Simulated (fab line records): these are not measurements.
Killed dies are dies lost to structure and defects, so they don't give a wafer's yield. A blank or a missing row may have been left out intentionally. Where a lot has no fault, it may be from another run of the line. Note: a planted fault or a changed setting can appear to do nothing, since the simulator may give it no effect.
fab line records	flow n5-finfet
record lots=24	wafers=72	last-day=18
route steps=1938 shown BEOL_M8@1332 BEOL_M9@1414
lots with no fault: from the same line, run without faults
start-h: hours from the record's opening day to when the first of the lot's shown wafers began	wait-h: hours from the lot's prior step to this one	" unchanged from the row above	L1.1+2: several wafers, shown together as one row	- either no value or no given start	* or withheld: withheld	< > ~ a bound
route shown NAME@n: NAME is a module with steps in the file, n the number in the route of the first one	usual: mean/standard deviation of fault-free wafers	same: alike in all rows	chamber/n: place in a boat	sites: the reading at each site	_std_site: the standard deviation of these	_edge_site: inner sites' mean taken away from outer sites' mean	radius-mm: for every site, how far away it sits from the centre of the wafer	mask NAME#n: copy n	behind: the last tool/chamber to shape the wafer	hold: the reason the lot was held/the length of the hold in hours/how it ended	device: names the non-switching transistor (n, p or np)	end of line: tests run on the same wafers once the route is complete	where a step has no rows: the recipe by itself	killed: dies lost to structure and defects at the first sort, not the wafer's yield	map: dies across one wafer; x = killed, . = not, _ = none there
set.NAME: the setting the step ran with; set.NAME@STEP: the setting that earlier step ran with	model.NAME: the simulator's own value behind a step, which no gauge read
the route's steps for a sample of lots (tables are steps, rows are wafers)
services: a tool's chamber out of use, with start hour (start-h, from the record's first day; less than 0 if before it), hours out, and reason
## steps
# step N5_BEOL_M8_ILD_DEP_00
# recipe material=SiCOH_lowk	target-thk-a=1797.5	temp-c=300	precursor=DEMS/porogen	pressure-torr=5	rf-w=500	time-s=33.4
# usual heater-power-w=311/61	showerhead-plenum-p-Torr=5.740/0.0097	throttle-valve-pct=13.4/0.39
lot.wafer	tool	chamber	start-h	wait-h	heater-power-w	showerhead-plenum-p-Torr	throttle-valve-pct
L076.1	pecvd-02	0	216.79	0.0	356	5.739	13.4
L076.3	"	1	"	"	378	5.734	13.7
L076.6	"	0	"	"	353	5.747	13.6
L077.1	pecvd-02	0	224.50	0.0	363	5.747	13.7
L077.3	"	2	"	"	244	5.737	13.0
L077.6	"	1	"	"	329	5.734	14.0
L075.2	pecvd-03	0	225.05	0.0	318	5.750	13.0
L075.4	"	0	"	"	323	5.735	13.0
L075.6	"	1	"	"	379	5.740	13.7
L079.3	pecvd-02	2	247.52	0.1	242	5.749	12.9
L079.4	"	0	"	"	326	5.753	13.6
L079.6	"	2	"	"	250	5.745	13.0
L078.3	pecvd-02	2	247.79	0.1	247	5.738	13.2
L078.4	"	0	"	"	348	5.755	13.2
L078.5	"	2	"	"	243	5.732	12.9
L080.1	pecvd-03	2	248.43	0.0	223	5.761	13.0
L080.3	"	0	"	"	324	5.729	13.1
L080.6	"	0	"	"	326	5.745	13.1
L081.2	pecvd-02	0	248.53	0.0	339	5.746	13.5
L081.3	"	0	"	"	340	5.753	13.5
L081.5	"	0	"	"	353	5.730	13.3
L074.1	pecvd-01	1	248.77	0.0	347	5.726	14.2
L074.5	"	1	"	"	349	5.723	14.3
L074.6	"	2	"	"	271	5.721	13.9
L082.1	pecvd-01	1	256.45	0.0	318	5.739	14.3
L082.2	"	0	"	"	366	5.746	14.2
L082.4	"	1	"	"	317	5.712	14.5
L083.1	pecvd-03	1	267.18	0.0	382	5.739	13.5
L083.2	"	2	"	"	232	5.735	13.0
L083.4	"	0	"	"	327	5.732	12.8
L084.1	pecvd-02	2	268.16	0.0	225	5.751	13.2
L084.2	"	1	"	"	373	5.749	14.2
L084.6	"	2	"	"	229	5.744	13.2
L085.2	pecvd-03	2	268.57	0.0	242	5.752	13.2
L085.3	"	1	"	"	349	5.733	13.6
L085.6	"	0	"	"	300	5.729	12.9
L086.1	pecvd-03	2	287.65	0.0	237	5.757	13.3
L086.3	"	1	"	"	360	5.747	13.6
L086.6	"	1	"	"	364	5.744	13.8
L087.1	pecvd-03	0	309.30	0.0	330	5.727	13.1
L087.3	"	0	"	"	260	5.717	12.9
L087.6	"	1	"	"	415	5.744	13.5
L088.2	pecvd-03	0	309.54	0.0	275	5.744	13.4
L088.3	"	0	"	"	282	5.738	12.8
L088.5	"	1	"	"	378	5.731	13.4
L089.2	pecvd-02	1	312.09	0.0	317	5.741	13.9
L089.3	"	2	"	"	204	5.746	13.1
L089.4	"	2	"	"	210	5.747	12.8
L090.1	pecvd-03	0	317.22	0.0	339	5.729	13.4
L090.4	"	2	"	"	229	5.744	13.0
L090.5	"	1	"	"	396	5.741	13.8
L091.3	pecvd-03	2	318.52	0.0	186	5.723	13.3
L091.5	"	1	"	"	397	5.742	13.7
L091.6	"	2	"	"	193	5.732	12.9
L092.3	pecvd-03	2	318.81	0.0	210	5.752	13.1
L092.4	"	2	"	"	215	5.748	13.3
L092.6	"	0	"	"	325	5.728	13.3
L093.1	pecvd-02	2	339.11	0.0	247	5.748	13.1
L093.2	"	1	"	"	342	5.728	14.0
L093.4	"	1	"	"	348	5.740	13.9
L094.1	pecvd-03	0	348.58	0.0	329	5.738	13.2
L094.2	"	2	"	"	212	5.740	13.5
L094.5	"	0	"	"	257	5.731	13.3
L095.2	pecvd-02	2	352.21	0.0	214	5.751	13.3
L095.3	"	1	"	"	364	5.728	14.2
L095.4	"	1	"	"	360	5.758	14.1
L096.2	pecvd-03	0	357.24	0.0	312	5.740	13.2
L096.3	"	2	"	"	208	5.743	13.5
L096.4	"	0	"	"	319	5.742	13.1
L097.2	pecvd-03	2	357.83	0.0	219	5.751	13.4
L097.4	"	2	"	"	224	5.737	13.0
L097.5	"	1	"	"	372	5.736	13.7
# step N5_BEOL_M8_VIA_ETCH_34
# recipe chemistry=C4F6/O2	target=SiCOH_lowk	target-depth-a=1255	mask-material=SOC	taper-deg=4	time-s=50.5	ion-energy-ev=250	pressure-mtorr=30	source-w=345	bias-w=185	Ar_flow_sccm=300	C4F6_flow_sccm=10	O2_flow_sccm=10
# usual drypump-motor-current-A=5.5/0.5	oes_o_777_au=0.78/0.07	oes-product-au=0.77/0.063	rf-vpp-V=668/14	showerhead-plenum-p-Torr=2.90/0.084	throttle-valve-pct=21.01/0.16
lot.wafer	tool	chamber	start-h	wait-h	drypump-motor-current-A	oes_o_777_au	oes-product-au	rf-hours-counter-h	rf-vpp-V	showerhead-plenum-p-Torr	throttle-valve-pct
L076.1	rie-diel-03	1	222.50	0.0	5.2	0.78	0.78	131	666	2.86	20.93
L076.3	"	2	"	"	5.3	0.76	0.74	136	686	2.87	21.37
L076.6	"	0	"	"	5.7	0.76	0.74	-	666	2.94	20.87
L077.1	rie-diel-05	1	231.95	0.0	5.7	0.85	0.82	88	637	2.75	20.84
L077.3	"	3	"	"	4.6	0.81	0.81	82	669	3.00	21.04
L077.6	"	0	"	"	6.2	0.81	0.80	-	647	2.76	21.15
L075.2	rie-diel-03	2	232.05	0.0	5.3	0.76	0.74	140	685	2.87	21.37
L075.4	"	1	"	"	5.3	0.78	0.78	-	667	2.85	20.94
L075.6	"	0	"	"	5.7	0.76	0.74	-	665	2.94	20.88
L079.3	rie-diel-05	2	255.04	0.0	5.6	0.84	0.84	76	679	3.01	21.02
L079.4	"	2	"	"	5.6	0.83	0.85	-	679	3.01	21.02
L079.6	"	3	"	"	4.6	0.81	0.80	-	669	3.00	21.06
L078.3	rie-diel-01	3	255.21	0.0	5.3	0.68	0.70	210	683	2.94	20.97
L078.4	"	2	"	"	5.0	0.75	0.71	201	673	2.93	21.18
L078.5	"	2	"	"	5.0	0.75	0.71	-	672	2.93	21.17
L081.2	rie-diel-03	0	255.40	0.0	5.7	0.74	0.74	174	666	2.94	20.89
L081.3	"	3	"	"	6.3	1.03	0.97	8	651	3.06	21.04
L081.5	"	0	"	"	5.7	0.75	0.73	-	664	2.93	20.90
L080.1	rie-diel-05	1	255.51	0.0	5.6	0.84	0.81	98	639	2.75	20.86
L080.3	"	2	"	"	5.6	0.82	0.85	76	677	3.01	21.03
L080.6	"	2	"	"	5.6	0.83	0.84	-	678	3.01	21.03
L074.1	rie-diel-01	3	255.61	0.0	5.3	0.68	0.70	210	682	2.94	20.96
L074.5	"	1	"	"	5.2	0.84	0.83	-	672	2.88	20.88
L074.6	"	0	"	"	6.4	0.75	0.79	-	676	2.86	20.74
L082.1	rie-diel-05	0	260.28	0.0	6.2	0.80	0.79	104	646	2.76	21.16
L082.2	"	3	"	"	4.6	0.80	0.80	93	669	3.00	21.03
L082.4	"	2	"	"	5.6	0.83	0.84	78	679	3.01	21.02
L083.1	rie-diel-03	3	271.48	0.0	6.3	1.01	0.95	14	649	3.06	21.03
L083.2	"	0	"	"	5.6	0.74	0.73	180	664	2.93	20.89
L083.4	"	2	"	"	5.3	0.75	0.73	155	684	2.87	21.39
L084.1	rie-diel-01	0	273.74	0.0	6.4	0.74	0.78	124	676	2.86	20.74
L084.2	"	2	"	"	5.0	0.74	0.71	209	672	2.93	21.19
L084.6	"	1	"	"	5.2	0.83	0.81	-	673	2.88	20.89
L085.2	rie-diel-01	0	274.19	0.0	6.4	0.74	0.77	124	677	2.86	20.73
L085.3	"	1	"	"	5.2	0.83	0.83	77	671	2.88	20.89
L085.6	"	3	"	"	5.3	0.67	0.68	-	681	2.94	20.98
L086.1	rie-diel-03	2	294.72	0.0	5.3	0.74	0.73	162	685	2.86	21.41
L086.3	"	3	"	"	6.3	0.98	0.93	23	649	3.06	21.05
L086.6	"	1	"	"	5.2	0.76	0.76	-	665	2.84	20.95
L087.1	rie-diel-03	2	313.36	0.0	5.3	0.74	0.72	169	686	2.86	21.40
L087.3	"	3	"	"	6.3	0.96	0.92	29	649	3.05	21.05
L087.6	"	0	"	"	5.7	0.74	0.72	-	665	2.93	20.92
L088.2	rie-diel-01	0	313.57	0.0	6.4	0.73	0.76	138	677	2.85	20.76
L088.3	"	1	"	"	5.2	0.81	0.81	91	671	2.87	20.94
L088.5	"	0	"	"	6.3	0.73	0.77	-	675	2.85	20.77
L089.2	rie-diel-05	1	315.46	0.0	5.6	0.82	0.80	116	638	2.74	20.85
L089.3	"	3	"	"	4.6	0.78	0.77	114	670	2.99	21.09
L089.4	"	0	"	"	6.2	0.78	0.78	119	647	2.75	21.18
L090.1	rie-diel-03	2	324.52	0.0	5.3	0.73	0.72	173	687	2.86	21.42
L090.4	"	1	"	"	5.2	0.76	0.75	166	665	2.84	20.96
L090.5	"	2	"	"	5.3	0.73	0.72	-	687	2.86	21.42
L091.3	rie-diel-05	0	324.57	0.0	6.2	0.78	0.77	123	645	2.75	21.19
L091.5	"	2	"	"	5.6	0.80	0.82	-	678	3.00	21.07
L091.6	"	1	"	"	5.6	0.82	0.80	-	637	2.74	20.88
L092.3	rie-diel-01	0	324.63	0.0	6.3	0.73	0.76	141	677	2.85	20.76
L092.4	"	3	"	"	5.3	0.66	0.68	235	681	2.93	21.01
L092.6	"	1	"	"	5.2	0.81	0.81	-	671	2.87	20.92
L093.1	rie-diel-01	0	345.84	0.0	6.4	0.73	0.75	149	676	2.85	20.78
L093.2	"	3	"	"	5.3	0.66	0.67	242	681	2.93	21.00
L093.4	"	2	"	"	5.0	0.73	0.69	235	670	2.92	21.22
L094.1	rie-diel-01	0	354.52	0.0	6.3	0.73	0.76	151	675	2.85	20.77
L094.2	"	3	"	"	5.3	0.66	0.67	244	682	2.93	21.02
L094.5	"	1	"	"	5.2	0.80	0.79	-	671	2.87	20.94
L095.2	rie-diel-01	1	356.38	0.0	5.2	0.80	0.79	106	671	2.87	20.94
L095.3	"	3	"	"	5.3	0.65	0.68	245	682	2.93	21.03
L095.4	"	0	"	"	6.4	0.72	0.76	152	677	2.85	20.78
L096.2	rie-diel-01	0	364.98	0.0	6.4	0.71	0.75	154	676	2.84	20.78
L096.3	"	3	"	"	5.3	0.65	0.66	247	682	2.93	21.01
L096.4	"	2	"	"	4.9	0.72	0.69	240	671	2.92	21.23
L097.2	rie-diel-05	0	365.16	0.0	6.2	0.77	0.75	136	646	2.75	21.20
L097.4	"	3	"	"	4.6	0.77	0.76	131	668	2.98	21.10
L097.5	"	1	"	"	5.7	0.80	0.78	-	637	2.73	20.90
# step N5_BEOL_M8_SURFACE_TREAT_79
# recipe gas=Ar	time-s=*	ion-energy-ev=*	ion-current-ma-cm2=0.5	pressure-mtorr=*	ar-flow-sccm=30
# usual pressure-mtorr=*	throttle-valve-pct=*
lot.wafer	tool	chamber	start-h	wait-h	pressure-mtorr	throttle-valve-pct
L076.1	pvd-sputter-03	-	223.86	0.2	*	*
L076.3	"	-	"	"	*	*
L076.6	"	-	"	"	*	*
L077.1	pvd-sputter-03	-	235.27	0.2	*	*
L077.3	"	-	"	"	*	*
L077.6	"	-	"	"	*	*
L075.2	pvd-sputter-02	-	235.62	0.3	*	*
L075.4	"	-	"	"	*	*
L075.6	"	-	"	"	*	*
L079.3	pvd-sputter-02	-	257.19	0.5	*	*
L079.4	"	-	"	"	*	*
L079.6	"	-	"	"	*	*
L078.3	pvd-sputter-02	-	257.23	0.4	*	*
L078.4	"	-	"	"	*	*
L078.5	"	-	"	"	*	*
L081.2	pvd-sputter-02	-	257.27	0.4	*	*
L081.3	"	-	"	"	*	*
L081.5	"	-	"	"	*	*
L080.1	pvd-sputter-02	-	257.31	0.3	*	*
L080.3	"	-	"	"	*	*
L080.6	"	-	"	"	*	*
L074.1	pvd-sputter-02	-	257.35	0.3	*	*
L074.5	"	-	"	"	*	*
L074.6	"	-	"	"	*	*
L082.1	pvd-sputter-03	-	261.61	0.2	*	*
L082.2	"	-	"	"	*	*
L082.4	"	-	"	"	*	*
L083.1	pvd-sputter-03	-	274.09	0.2	*	*
L083.2	"	-	"	"	*	*
L083.4	"	-	"	"	*	*
L084.1	pvd-sputter-02	-	274.92	0.2	*	*
L084.2	"	-	"	"	*	*
L084.6	"	-	"	"	*	*
L085.2	pvd-sputter-03	-	275.35	0.2	*	*
L085.3	"	-	"	"	*	*
L085.6	"	-	"	"	*	*
L086.1	pvd-sputter-03	-	296.04	0.2	*	*
L086.3	"	-	"	"	*	*
L086.6	"	-	"	"	*	*
L087.1	pvd-sputter-03	-	314.62	0.2	*	*
L087.3	"	-	"	"	*	*
L087.6	"	-	"	"	*	*
L088.2	pvd-sputter-02	-	314.85	0.2	*	*
L088.3	"	-	"	"	*	*
L088.5	"	-	"	"	*	*
L089.2	pvd-sputter-01	-	317.26	0.3	*	*
L089.3	"	-	"	"	*	*
L089.4	"	-	"	"	*	*
L090.1	pvd-sputter-03	-	325.92	0.2	*	*
L090.4	"	-	"	"	*	*
L090.5	"	-	"	"	*	*
L091.3	pvd-sputter-03	-	325.96	0.2	*	*
L091.5	"	-	"	"	*	*
L091.6	"	-	"	"	*	*
L092.3	pvd-sputter-03	-	326.24	0.3	*	*
L092.4	"	-	"	"	*	*
L092.6	"	-	"	"	*	*
L093.1	pvd-sputter-03	-	347.26	0.2	*	*
L093.2	"	-	"	"	*	*
L093.4	"	-	"	"	*	*
L094.1	pvd-sputter-03	-	356.64	0.2	*	*
L094.2	"	-	"	"	*	*
L094.5	"	-	"	"	*	*
L095.2	pvd-sputter-01	-	357.82	0.3	*	*
L095.3	"	-	"	"	*	*
L095.4	"	-	"	"	*	*
L096.2	pvd-sputter-01	-	366.32	0.2	*	*
L096.3	"	-	"	"	*	*
L096.4	"	-	"	"	*	*
L097.2	pvd-sputter-02	-	366.59	0.2	*	*
L097.4	"	-	"	"	*	*
L097.5	"	-	"	"	*	*
# step N5_BEOL_M8_INSPECT_58
# recipe inspect-instrument=darkfield	mode=post-dep
# usual raw-defect-count=72/24
lot.wafer	tool	chamber	start-h	wait-h	raw-defect-count
L076.1	defect-inspect-02	-	225.50	0.0	77
L076.3	"	-	"	"	75
L076.6	"	-	"	"	117
L077.1	defect-inspect-01	-	236.50	0.0	47
L077.3	"	-	"	"	52
L077.6	"	-	"	"	55
L075.2	defect-inspect-02	-	237.31	0.0	49
L075.4	"	-	"	"	75
L075.6	"	-	"	"	78
L079.3	defect-inspect-02	-	258.53	0.0	66
L079.4	"	-	"	"	32
L079.6	"	-	"	"	55
L078.3	defect-inspect-01	-	258.55	0.0	63
L078.4	"	-	"	"	65
L078.5	"	-	"	"	42
L081.2	defect-inspect-02	-	258.78	0.0	60
L081.3	"	-	"	"	62
L081.5	"	-	"	"	88
L074.1	defect-inspect-01	-	259.08	0.0	56
L074.5	"	-	"	"	54
L074.6	"	-	"	"	41
L080.1	defect-inspect-02	-	259.18	0.0	132
L080.3	"	-	"	"	92
L080.6	"	-	"	"	160
L082.1	defect-inspect-02	-	262.97	0.0	41
L082.2	"	-	"	"	55
L082.4	"	-	"	"	61
L083.1	defect-inspect-02	-	275.28	0.0	51
L083.2	"	-	"	"	67
L083.4	"	-	"	"	47
L084.1	defect-inspect-02	-	276.39	0.0	47
L084.2	"	-	"	"	69
L084.6	"	-	"	"	49
L085.2	defect-inspect-02	-	277.31	0.0	52
L085.3	"	-	"	"	70
L085.6	"	-	"	"	55
L086.1	defect-inspect-02	-	298.05	0.0	56
L086.3	"	-	"	"	70
L086.6	"	-	"	"	88
L087.1	defect-inspect-02	-	316.07	0.0	84
L087.3	"	-	"	"	78
L087.6	"	-	"	"	106
L088.2	defect-inspect-02	-	316.76	0.0	42
L088.3	"	-	"	"	86
L088.5	"	-	"	"	70
L089.2	defect-inspect-01	-	318.75	0.0	63
L089.3	"	-	"	"	58
L089.4	"	-	"	"	73
L090.1	defect-inspect-02	-	327.12	0.0	49
L090.4	"	-	"	"	58
L090.5	"	-	"	"	110
L091.3	defect-inspect-02	-	327.27	0.0	64
L091.5	"	-	"	"	63
L091.6	"	-	"	"	68
L092.3	defect-inspect-02	-	327.50	0.0	70
L092.4	"	-	"	"	88
L092.6	"	-	"	"	75
L093.1	defect-inspect-01	-	348.55	0.0	115
L093.2	"	-	"	"	69
L093.4	"	-	"	"	51
L094.1	defect-inspect-01	-	357.81	0.0	71
L094.2	"	-	"	"	81
L094.5	"	-	"	"	101
L095.2	defect-inspect-01	-	360.91	0.0	127
L095.3	"	-	"	"	51
L095.4	"	-	"	"	58
L096.2	defect-inspect-01	-	367.72	0.0	46
L096.3	"	-	"	"	81
L096.4	"	-	"	"	62
L097.2	defect-inspect-01	-	368.57	0.0	53
L097.4	"	-	"	"	56
L097.5	"	-	"	"	41
# step N5_BEOL_M9_CD_MEAS_11
# recipe target-cd-nm=64.1	landing-energy-ev=500	detector=se-inlens	polarity=opening
# usual cd-nm=63.9/0.6
lot.wafer	tool	chamber	start-h	wait-h	cd-nm
L076.1	cd-sem-02	0	227.51	-	63.7
L076.3	"	0	"	"	63.2
L076.6	"	0	"	"	64.0
L077.1	cd-sem-01	0	240.23	-	64.5
L077.3	"	0	"	"	63.5
L077.6	"	0	"	"	63.6
L075.2	cd-sem-03	0	240.27	-	63.1
L075.4	"	0	"	"	63.7
L075.6	"	0	"	"	64.0
L078.3	cd-sem-02	0	260.47	-	62.9
L078.4	"	0	"	"	63.3
L078.5	"	0	"	"	63.4
L079.3	cd-sem-01	0	260.63	-	64.3
L079.4	"	0	"	"	62.8
L079.6	"	0	"	"	63.2
L081.2	cd-sem-01	0	261.10	-	63.2
L081.3	"	0	"	"	63.2
L081.5	"	0	"	"	63.8
L074.1	cd-sem-01	0	261.32	-	63.9
L074.5	"	0	"	"	63.3
L074.6	"	0	"	"	63.6
L080.1	cd-sem-03	0	261.48	-	64.1
L080.3	"	0	"	"	64.2
L080.6	"	0	"	"	64.7
L082.1	cd-sem-01	0	264.55	-	64.6
L082.2	"	0	"	"	63.9
L082.4	"	0	"	"	65.2
L083.1	cd-sem-02	0	277.73	-	64.0
L083.2	"	0	"	"	63.0
L083.4	"	0	"	"	64.2
L084.1	cd-sem-02	0	277.98	-	62.8
L084.2	"	0	"	"	63.7
L084.6	"	0	"	"	63.2
L085.2	cd-sem-02	0	278.40	-	62.9
L085.3	"	0	"	"	63.7
L085.6	"	0	"	"	63.4
L086.1	cd-sem-01	0	300.67	-	64.0
L086.3	"	0	"	"	63.9
L086.6	"	0	"	"	64.0
L087.1	cd-sem-01	0	317.80	-	64.0
L087.3	"	0	"	"	64.5
L087.6	"	0	"	"	64.1
L088.2	cd-sem-03	0	318.38	-	63.4
L088.3	"	0	"	"	63.4
L088.5	"	0	"	"	63.5
L089.2	cd-sem-01	0	321.63	-	64.0
L089.3	"	0	"	"	63.6
L089.4	"	0	"	"	63.6
L090.1	cd-sem-01	0	330.22	-	64.2
L090.4	"	0	"	"	64.3
L090.5	"	0	"	"	63.6
L091.3	cd-sem-02	0	330.69	-	64.1
L091.5	"	0	"	"	63.4
L091.6	"	0	"	"	64.6
L092.3	cd-sem-01	0	330.85	-	64.0
L092.4	"	0	"	"	64.5
L092.6	"	0	"	"	65.0
L093.1	cd-sem-01	0	351.45	-	63.6
L093.2	"	0	"	"	64.2
L093.4	"	0	"	"	64.4
L094.1	cd-sem-03	0	362.81	-	63.3
L094.2	"	0	"	"	64.5
L094.5	"	0	"	"	63.8
L095.2	cd-sem-01	0	363.06	-	64.7
L095.3	"	0	"	"	64.3
L095.4	"	0	"	"	64.8
L096.2	cd-sem-02	0	371.29	-	63.8
L096.3	"	0	"	"	65.6
L096.4	"	0	"	"	64.6
L097.2	cd-sem-01	0	371.78	-	63.5
L097.4	"	0	"	"	63.1
L097.5	"	0	"	"	64.9
# step N5_BEOL_M9_ETCH_61
# recipe chemistry=CF4	target=SiARC	target-depth-a=390	mask-material=CAR-ArF	time-s=65	ion-energy-ev=80	pressure-mtorr=40	source-w=545	bias-w=36	Ar_flow_sccm=100	cf4-flow-sccm=100	ends=cleared
# usual drypump-motor-current-A=5.8/0.36	etch-rf-on-time-s=65.6/2.1	oes-product-au=0.69/0.072	rf-vpp-V=184.6/1.1	showerhead-plenum-p-Torr=2.18/0.066	throttle-valve-pct=15.58/0.2
lot.wafer	tool	chamber	start-h	wait-h	drypump-motor-current-A	etch-rf-on-time-s	oes-product-au	rf-hours-counter-h	rf-vpp-V	showerhead-plenum-p-Torr	throttle-valve-pct
L076.1	rie-diel-02	1	227.63	0.0	5.9	66.1	0.63	163	184.8	2.14	15.85
L076.3	"	2	"	"	5.2	67.3	0.75	40	183.0	2.18	15.49
L076.6	"	2	"	"	5.3	66.9	0.76	-	185.3	2.18	15.50
L077.1	rie-diel-04	1	240.41	0.0	5.8	65.4	0.56	264	183.3	2.11	15.92
L077.3	"	3	"	"	5.4	62.8	0.71	81	184.9	2.18	15.35
L077.6	"	1	"	"	5.7	65.7	0.57	-	184.8	2.11	15.94
L075.2	rie-diel-02	0	240.53	0.0	6.5	67.2	0.58	242	182.6	2.03	15.82
L075.4	"	2	"	"	5.2	68.1	0.74	43	185.1	2.18	15.51
L075.6	"	3	"	"	5.9	66.0	0.73	-	183.2	2.18	15.54
L078.3	rie-diel-04	3	260.65	0.0	5.4	61.7	0.71	86	184.7	2.18	15.36
L078.4	"	2	"	"	5.4	64.5	0.65	-	185.8	2.25	15.78
L078.5	"	3	"	"	5.4	61.8	0.71	-	185.1	2.18	15.37
L079.3	rie-diel-06	2	260.92	0.0	5.9	67.7	0.62	158	185.2	2.22	15.36
L079.4	"	2	"	"	5.9	67.4	0.62	-	184.7	2.22	15.38
L079.6	"	0	"	"	5.8	62.5	0.75	-	184.8	2.19	15.32
L081.2	rie-diel-04	0	261.23	0.0	6.3	62.7	0.85	2	184.0	2.27	15.43
L081.3	"	3	"	"	5.4	61.3	0.71	87	183.6	2.17	15.37
L081.5	"	2	"	"	5.4	64.0	0.65	-	184.5	2.25	15.79
L074.1	rie-diel-06	0	261.44	0.0	5.8	63.1	0.74	54	185.5	2.19	15.31
L074.5	"	3	"	"	5.9	67.1	0.69	-	182.9	2.07	15.84
L074.6	"	2	"	"	5.9	68.5	0.61	-	185.4	2.22	15.38
L080.1	rie-diel-04	3	261.65	0.0	5.4	62.9	0.70	87	186.6	2.17	15.35
L080.3	"	0	"	"	6.4	64.4	0.84	2	186.2	2.27	15.43
L080.6	"	0	"	"	6.3	63.9	0.84	-	184.7	2.27	15.44
L082.1	rie-diel-02	1	264.92	0.0	5.9	67.5	0.62	174	182.9	2.13	15.84
L082.2	"	2	"	"	5.2	68.2	0.72	51	184.8	2.17	15.53
L082.4	"	0	"	"	6.5	67.7	0.57	250	182.8	2.03	15.84
L083.1	rie-diel-02	2	277.85	0.0	5.2	67.1	0.73	55	183.7	2.17	15.53
L083.2	"	1	"	"	5.9	66.8	0.62	178	183.6	2.13	15.86
L083.4	"	3	"	"	5.9	65.8	0.73	-	186.0	2.18	15.56
L084.1	rie-diel-02	2	278.10	0.0	5.3	68.6	0.73	55	185.1	2.17	15.53
L084.2	"	3	"	"	5.9	66.4	0.72	68	184.6	2.18	15.58
L084.6	"	3	"	"	5.9	66.1	0.72	-	184.4	2.18	15.57
L085.2	rie-diel-06	3	278.63	0.0	5.9	66.7	0.68	98	185.4	2.07	15.87
L085.3	"	1	"	"	6.0	65.2	0.81	22	186.1	2.27	15.43
L085.6	"	0	"	"	5.9	62.8	0.74	-	183.4	2.19	15.32
L086.1	rie-diel-06	3	300.91	0.0	5.9	66.4	0.68	104	183.5	2.06	15.85
L086.3	"	1	"	"	5.9	65.7	0.79	29	185.4	2.27	15.46
L086.6	"	2	"	"	5.9	68.4	0.60	-	185.2	2.21	15.39
L087.1	rie-diel-06	2	317.92	0.0	5.9	68.4	0.60	176	185.7	2.21	15.39
L087.3	"	1	"	"	5.9	64.8	0.78	35	186.5	2.27	15.46
L087.6	"	1	"	"	5.9	64.9	0.77	-	185.1	2.27	15.46
L088.2	rie-diel-04	2	318.50	0.0	5.4	64.2	0.64	156	185.0	2.24	15.82
L088.3	"	1	"	"	5.8	63.9	0.81	12	185.1	2.11	15.41
L088.5	"	0	"	"	6.3	63.6	0.79	-	185.5	2.27	15.48
L089.2	rie-diel-06	0	321.81	0.0	5.9	61.5	0.73	73	185.0	2.18	15.36
L089.3	"	3	"	"	5.9	65.9	0.68	111	185.1	2.06	15.88
L089.4	"	1	"	"	5.9	64.0	0.78	36	185.5	2.27	15.47
L090.1	rie-diel-06	2	330.57	0.0	5.9	68.0	0.60	181	185.3	2.21	15.41
L090.4	"	0	"	"	5.8	62.8	0.72	75	186.4	2.18	15.35
L090.5	"	0	"	"	5.8	62.7	0.72	-	185.0	2.18	15.36
L091.3	rie-diel-02	3	330.81	0.0	5.9	67.4	0.70	85	183.9	2.17	15.61
L091.5	"	0	"	"	6.6	64.1	0.80	-	185.8	2.28	15.37
L091.6	"	3	"	"	5.9	66.4	0.70	-	184.3	2.17	15.61
L092.3	rie-diel-06	2	330.97	0.0	5.9	67.8	0.59	181	187.3	2.21	15.41
L092.4	"	0	"	"	5.8	62.8	0.71	76	183.8	2.18	15.37
L092.6	"	2	"	"	5.9	68.1	0.60	-	184.9	2.21	15.40
L093.1	rie-diel-02	3	351.58	0.0	5.9	66.5	0.70	91	185.1	2.17	15.62
L093.2	"	2	"	"	5.2	68.0	0.70	79	185.5	2.16	15.58
L093.4	"	1	"	"	5.9	68.0	0.59	200	184.6	2.12	15.91
L094.1	rie-diel-04	1	362.94	0.0	5.8	64.0	0.79	23	183.2	2.10	15.41
L094.2	"	0	"	"	6.3	64.2	0.77	30	185.2	2.26	15.50
L094.5	"	0	"	"	6.3	64.3	0.77	-	185.6	2.26	15.50
L095.2	rie-diel-02	3	363.18	0.0	5.9	66.8	0.70	94	183.8	2.17	15.63
L095.3	"	2	"	"	5.3	67.2	0.70	82	182.7	2.16	15.59
L095.4	"	0	"	"	6.5	63.3	0.79	24	185.8	2.27	15.39
L096.2	rie-diel-02	0	371.60	0.0	6.5	64.7	0.78	27	186.2	2.27	15.39
L096.3	"	2	"	"	5.3	68.1	0.69	85	184.1	2.16	15.59
L096.4	"	3	"	"	5.9	66.9	0.69	97	184.2	2.17	15.63
L097.2	rie-diel-02	3	371.90	0.0	5.9	65.7	0.70	97	184.4	2.17	15.62
L097.4	"	1	"	"	5.9	66.8	0.59	208	183.5	2.12	15.92
L097.5	"	2	"	"	5.2	66.3	0.70	-	183.6	2.16	15.59
## services
tool	chamber	start-h	hours	kind
rie-diel-02	-	199.34	2.8	pm
pecvd-03	2	202.38	-	clean
pecvd-03	2	202.38	-	consumable-replace:showerhead
pecvd-03	2	202.38	29.0	scheduled-down
pecvd-03	2	202.38	29.0	vent-cycle
rie-diel-01	0	228.17	6.0	repair
pecvd-02	1	238.05	21.2	repair
rie-diel-01	-	238.12	15.6	pm
rie-diel-06	1	256.96	4.2	repair
pecvd-02	-	260.45	0.9	repair
rie-diel-01	1	263.76	3.0	repair
pecvd-03	2	264.54	2.1	scheduled-down
rie-diel-02	0	265.89	-	clean
rie-diel-02	0	265.89	-	consumable-replace:focus-ring
rie-diel-02	0	265.89	-	consumable-replace:showerhead
pecvd-03	0	271.69	5.5	scheduled-down
pecvd-01	-	276.86	5.5	pm
rie-diel-06	-	301.29	2.1	repair
pecvd-03	2	305.46	5.5	scheduled-down
rie-diel-01	-	322.39	0.2	repair
rie-diel-03	1	336.08	13.1	repair
pvd-sputter-03	-	350.34	3.1	repair
rie-diel-02	-	350.76	0.6	repair
rie-diel-04	-	369.49	0.5	repair
## key
fault none
